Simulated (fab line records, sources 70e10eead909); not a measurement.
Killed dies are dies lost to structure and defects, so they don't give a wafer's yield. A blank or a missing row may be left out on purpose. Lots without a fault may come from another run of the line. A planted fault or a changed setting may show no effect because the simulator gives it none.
Chamber matching | flow nand_harc | NHARC_P_ZERO_WELL_DESCUM_13 on rie_diel-13: 4 sister chambers
The step chemistry O2, time 3 s. 16 wafers are shown with their chamber, then 8 later ones without.

WAFERS WITH THEIR CHAMBER
wafer  | chamber | drypump_motor_current_A (A) | oes_product_au (a.u.) | rf_vpp_V (V)
L077.1 | 2       | 5.7                         | 1.013                 | 59.2
L077.2 | 0       | 6.4                         | 1.000                 | 56.3
L077.4 | 1       | 6.3                         | 1.008                 | 57.3
L078.3 | 0       | 6.3                         | 1.014                 | 57.2
L078.4 | 1       | 6.2                         | 1.001                 | 57.8
L078.5 | 0       | 6.4                         | 1.010                 | 57.6
L080.3 | 3       | 5.6                         | 0.998                 | 56.2
L080.4 | 0       | 6.3                         | 0.996                 | 56.4
L080.5 | 2       | 5.8                         | 1.014                 | 58.6
L085.3 | 2       | 5.8                         | 1.013                 | 57.8
L085.4 | 3       | 5.6                         | 0.998                 | 57.4
L085.5 | 3       | 5.6                         | 0.994                 | 56.9
L090.1 | 1       | 6.2                         | 1.010                 | 58.0
L090.2 | 2       | 5.8                         | 1.005                 | 57.8
L090.6 | 0       | 6.4                         | 1.001                 | 55.7
L092.1 | 2       | 5.8                         | 1.009                 | 57.7

SIGNATURES (means of the wafers above)
reading                 | chamber 0 | chamber 1 | chamber 2 | chamber 3 | scatter within a chamber
drypump_motor_current_A | 6.360     | 6.233     | 5.780     | 5.600     | 0.0471
oes_product_au          | 1.00420   | 1.00633   | 1.01080   | 0.99667   | 0.0053
rf_vpp_V                | 56.640    | 57.700    | 58.220    | 56.833    | 0.646
Rule: a wafer's distance from a chamber is the root of the sum, over the readings, of the square of ((its reading less the chamber's mean) divided by the reading's scatter). The wafer belongs to the nearest chamber; if the next one is less than 2 further off, it can't be placed. The scatter: the root of (the sum of the squares of (reading less its chamber's mean) over the shown wafers, divided by (wafers less chambers)).

WAFERS WITHOUT THEIR CHAMBER
wafer  | drypump_motor_current_A (A) | oes_product_au (a.u.) | rf_vpp_V (V)
L092.3 | 5.6                         | 1.003                 | 56.5
L092.5 | 5.6                         | 0.995                 | 58.5
L094.1 | 5.6                         | 1.000                 | 57.7
L094.5 | 6.3                         | 0.998                 | 56.6
L094.6 | 6.2                         | 1.001                 | 57.9
L097.1 | 5.8                         | 1.026                 | 58.5
L097.2 | 5.6                         | 1.012                 | 58.3
L097.4 | 6.3                         | 1.011                 | 59.0

WHICH CHAMBER EACH WENT THROUGH
wafer  | from the rows above     | in truth
L092.3 | 3                       | 3
L092.5 | 3                       | 3
L094.1 | 3                       | 3
L094.5 | can't be placed: 0 or 1 | 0
L094.6 | 1                       | 1
L097.1 | 2                       | 2
L097.2 | can't be placed: 3 or 2 | 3
L097.4 | can't be placed: 1 or 0 | 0
Placed correctly: 5 of 8. Can't be placed from these rows: 3 (the true chamber is among the candidates in 3). Placed wrongly: 0.
